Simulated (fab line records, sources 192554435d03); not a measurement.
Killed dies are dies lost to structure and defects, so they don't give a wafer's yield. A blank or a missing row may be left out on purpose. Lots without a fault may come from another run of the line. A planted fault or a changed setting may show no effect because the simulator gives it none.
Which tool did it? | flow n5_finfet | 11 lots, 31 wafers sampled, at 1 step of a route of 1938

WHAT THE GAUGES READ, wafer by wafer
N5_BEOL_M9_INSPECT_30: inspects for defects (brightfield). Usual: raw_defect_count 405, standard deviation 87.
lot  | measured     | on                | raw_defect_count | flag
L145 | day 9 16:05  | defect_inspect-02 | 413 449 350      |
L149 | day 10 15:05 | defect_inspect-02 | 384 412 471      |
L152 | day 11 09:26 | defect_inspect-02 | 477 517 486      |
L154 | day 11 20:08 | defect_inspect-02 | 414 349 341      |
L155 | day 12 05:52 | defect_inspect-02 | 399 364 387      |
L157 | day 13 00:11 | defect_inspect-02 | 353 351          |
L156 | day 13 02:36 | defect_inspect-01 | 337 306 298      |
L160 | day 13 08:10 | defect_inspect-02 | 288 240          |
L165 | day 14 12:34 | defect_inspect-01 | 464 495 398      |
L168 | day 15 13:32 | defect_inspect-01 | 344 323 311      |
L167 | day 15 14:07 | defect_inspect-01 | 334 478 309      |

WHICH TOOL RAN EACH LOT (tool, then ch and the chambers of the sampled wafers, then the start)
The record holds no process step before these readings.

WHAT THE TOOLS THEMSELVES READ (means of the sampled wafers that have a number; where no wafer has one, the mark that the record gives instead)
The record holds no such reading with a usual standard deviation.

THE ANSWER, worked out from the rows above alone
Rule: a lot is off if the mean of its wafers that have a number lies more than 3 standard deviations from the usual mean. A lot without any number at a reading at which 4 lots or more have one is off too. The other lots that the step has rows for count as sound. The gauges are gone through in route order, then the tools' own readings, and for those a lot's mean is taken as printed above. The first step at which some lot is off is used, and at that step the reading that is off furthest; a lot without a number counts as furthest.
No lot is off at any reading shown: from this, nothing can be told.

WHAT THE SIMULATOR HAD PUT IN
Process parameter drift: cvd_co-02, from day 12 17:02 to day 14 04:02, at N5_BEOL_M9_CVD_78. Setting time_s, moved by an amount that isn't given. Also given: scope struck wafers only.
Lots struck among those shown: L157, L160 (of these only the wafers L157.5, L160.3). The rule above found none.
